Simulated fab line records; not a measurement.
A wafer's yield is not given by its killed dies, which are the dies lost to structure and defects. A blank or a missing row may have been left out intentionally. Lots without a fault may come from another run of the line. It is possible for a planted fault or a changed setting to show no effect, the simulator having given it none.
The tool behind it: which one? + flow nand harc + 36 wafers from 12 lots sampled at 6 of the route's 1302 steps

WHAT EACH GAUGE READ, for each wafer
NHARC_A_SGD_CUT_OVL_MEAS_10.
| lot  | measured     | on         | overlay x nm (nm) |
|------|--------------|------------|-------------------|
| L075 | day 19 15:23 | overlay-02 | 0.2 0.3 0.4       |
| L078 | day 20 09:58 | overlay-02 | 1.1 0.8 1.1       |
| L079 | day 21 03:34 | overlay-02 | 0.8 -0.2 0.5      |
| L081 | day 22 09:34 | overlay-01 | 0.4 -0.4 -0.1     |
| L083 | day 22 19:43 | overlay-01 | 0.8 0.5 0.9       |
| L084 | day 23 09:01 | overlay-01 | 0.8 0.3 0.7       |
| L087 | day 25 07:56 | overlay-02 | 0.5 0.6 0.4       |
| L088 | day 25 09:08 | overlay-02 | 0.7 0.3 0.3       |
| L091 | day 26 12:47 | overlay-02 | 0.7 1.6 1.5       |
| L093 | day 27 03:12 | overlay-01 | 0.5 0.6 0.6       |
| L096 | day 28 06:05 | overlay-02 | 0.5 0.1 0.3       |
| L097 | day 29 07:43 | overlay-02 | 0.4 0.4 0.3       |

TOOL THAT RAN EACH LOT (tool first, then ch and the chambers of the sampled wafers, then the start)
| lot  | NHARC_A_STAIRCASE_HM_DEP_462  | NHARC_A_STAIRCASE_DESCUM_443       | NHARC_A_STAIRCASE_ETCH_444         | NHARC_A_STAIRCASE_CMP_152     | NHARC_A_STAIRCASE_ETCHBACK_422     |
|------|-------------------------------|------------------------------------|------------------------------------|-------------------------------|------------------------------------|
| L075 | acl dep-03 ch 0, day 17 01:57 | rie diel-12 ch 2,3, day 19 07:26   | rie diel-12 ch 0,1,3, day 19 08:28 | cmp-03 ch 0,1,3, day 19 12:49 | rie diel-12 ch 1,2,3, day 19 13:17 |
| L078 | acl dep-03 ch 0, day 18 02:40 | rie diel-09 ch 0,1,2, day 20 02:05 | rie diel-09 ch 1,2, day 20 02:39   | cmp-04 ch 1,2,3, day 20 07:28 | rie diel-09 ch 0,2,3, day 20 07:55 |
| L079 | acl dep-01 ch 0, day 19 01:53 | rie diel-09 ch 1,2,3, day 20 19:37 | rie diel-09 ch 0,1,3, day 20 19:41 | cmp-04 ch 0,1,2, day 21 00:58 | rie diel-12 ch 1,2,3, day 21 01:26 |
| L081 | acl dep-02 ch 0, day 20 01:26 | rie diel-05 ch 0,1,2, day 22 01:29 | rie diel-05 ch 0,2,3, day 22 01:34 | cmp-04 ch 0,2,3, day 22 06:58 | rie diel-12 ch 0,1,2, day 22 07:25 |
| L083 | acl dep-01 ch 0, day 20 13:55 | rie diel-09 ch 1,2, day 22 11:25   | rie diel-09 ch 1,2, day 22 11:30   | cmp-03 ch 2,3, day 22 17:07   | rie diel-12 ch 1,2, day 22 17:35   |
| L084 | acl dep-01 ch 0, day 21 07:59 | rie diel-09 ch 0,3, day 23 01:07   | rie diel-09 ch 0,1,2, day 23 02:43 | cmp-01 ch 0,2,3, day 23 06:35 | rie diel-05 ch 0,2,3, day 23 07:03 |
| L087 | acl dep-01 ch 0, day 23 04:10 | rie diel-12 ch 0,2,3, day 25 00:07 | rie diel-12 ch 0,1,3, day 25 01:08 | cmp-04 ch 1,2,3, day 25 05:29 | rie diel-12 ch 2,3, day 25 05:56   |
| L088 | acl dep-01 ch 0, day 23 07:52 | rie diel-05 ch 0,2,3, day 25 00:17 | rie diel-05 ch 1,2,3, day 25 00:51 | cmp-01 ch 0,1,3, day 25 06:32 | rie diel-12 ch 1,2,3, day 25 07:00 |
| L091 | acl dep-02 ch 0, day 24 04:10 | rie diel-12 ch 2,3, day 26 04:45   | rie diel-12 ch 0,1,3, day 26 04:50 | cmp-04 ch 0,1, day 26 10:11   | rie diel-12 ch 0,1,2, day 26 10:40 |
| L093 | acl dep-02 ch 0, day 24 19:31 | rie diel-09 ch 0,3, day 26 18:56   | rie diel-09 ch 0,3, day 26 19:04   | cmp-01 ch 0,2, day 27 00:23   | rie diel-09 ch 1,2,3, day 27 00:50 |
| L096 | acl dep-03 ch 0, day 25 21:09 | rie diel-09 ch 0,2, day 27 21:38   | rie diel-09 ch 2,3, day 27 22:13   | cmp-04 ch 1,3, day 28 03:30   | rie diel-12 ch 0,1,3, day 28 03:59 |
| L097 | acl dep-03 ch 0, day 26 22:26 | rie diel-09 ch 0,1, day 28 22:42   | rie diel-09 ch 0,2, day 29 00:02   | cmp-04 ch 0,1, day 29 05:00   | rie diel-12 ch 0,3, day 29 05:28   |
- NHARC_A_STAIRCASE_HM_DEP_462: deposits aC, target thk 800 nm.
- NHARC_A_STAIRCASE_DESCUM_443: chemistry O2, time 3 s.
- NHARC_A_STAIRCASE_ETCH_444: etches the open film in C4F8/O2, target depth 20400 nm, time 6800 s.
- NHARC_A_STAIRCASE_CMP_152: polishes.
- NHARC_A_STAIRCASE_ETCHBACK_422: etches the open film in CH3F/O2, target depth 40 nm, time 74.286 s.

THE ANSWER, worked out from the rows above alone
Rule: the lots themselves supply what counts as usual. The widest of any qualifying gaps counts: lots, ordered by their means at a reading, are off when they make up no more than a third of the lots, leave a main group of 4 or more, and stand apart from it by 3 or more times the standard deviation of that group's means. If all means in a main group match to the digits the tables above print for the reading, that group is not used. Also off: a lot with no number at a reading for which 4 or more lots have one. Any other lot the step has rows for is counted as sound.
No lot is off on any of the readings shown, so nothing can be concluded from this.

WHAT THE SIMULATOR HAD PUT IN
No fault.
